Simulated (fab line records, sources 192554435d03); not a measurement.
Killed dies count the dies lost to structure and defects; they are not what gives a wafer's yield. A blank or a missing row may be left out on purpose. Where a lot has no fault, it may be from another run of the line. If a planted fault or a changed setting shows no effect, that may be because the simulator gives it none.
Chamber matching / flow n5Finfet / N5_BEOL_M7_CURE_74 on uvCure-01: 3 sister chambers
The step cures SiCOH lowk, time 240 s. 6 wafers are shown with their chamber, then 7 later ones without.

WAFERS, EACH WITH ITS CHAMBER
wafer=L085.3; chamber=1; wafer_temp_C_max=387.7; lampPowerPct (%)=52.32
wafer=L085.5; chamber=1; wafer_temp_C_max=386.8; lampPowerPct (%)=52.30
wafer=L091.3; chamber=0; wafer_temp_C_max=386.4; lampPowerPct (%)=52.34
wafer=L091.5; chamber=0; wafer_temp_C_max=386.1; lampPowerPct (%)=52.39
wafer=L092.1; chamber=2; wafer_temp_C_max=387.0; lampPowerPct (%)=52.32
wafer=L092.4; chamber=2; wafer_temp_C_max=386.6; lampPowerPct (%)=52.31

WAFERS WITHOUT THEIR CHAMBER
wafer=L092.6; wafer_temp_C_max=386.9; lampPowerPct (%)=52.35
wafer=L094.3; wafer_temp_C_max=386.0; lampPowerPct (%)=52.27
wafer=L094.4; wafer_temp_C_max=386.3; lampPowerPct (%)=52.32
wafer=L094.6; wafer_temp_C_max=386.3; lampPowerPct (%)=52.34
wafer=L097.3; wafer_temp_C_max=386.0; lampPowerPct (%)=52.33
wafer=L097.4; wafer_temp_C_max=386.0; lampPowerPct (%)=52.32
wafer=L097.6; wafer_temp_C_max=386.0; lampPowerPct (%)=52.29

THE CHAMBER EACH PASSED THROUGH
wafer=L092.6; from the rows above=can't be placed: 2 or 0 or 1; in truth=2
wafer=L094.3; from the rows above=can't be placed: 2 or 1 or 0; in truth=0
wafer=L094.4; from the rows above=can't be placed: 2 or 0 or 1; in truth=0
wafer=L094.6; from the rows above=can't be placed: 0 or 2 or 1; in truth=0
wafer=L097.3; from the rows above=can't be placed: 0 or 2 or 1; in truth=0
wafer=L097.4; from the rows above=can't be placed: 2 or 0 or 1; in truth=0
wafer=L097.6; from the rows above=can't be placed: 2 or 1 or 0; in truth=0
0 of 7 placed correctly. These rows do not allow placing 7 (true chamber among the candidates in 7). Number placed wrongly: 0.
How it was worked out, from the rows above alone: a wafer's distance from a chamber is the root of the sum, over the readings, of the square of ((its reading less the chamber's mean) divided by the reading's scatter). The wafer belongs to the nearest chamber; if the next one is less than 2 further off, it can't be placed. A chamber's mean is the mean of its shown wafers. How the scatter is found: for the shown wafers, subtract from each reading the mean of its chamber, square and add these, divide the total by (wafers less chambers), then take the root.
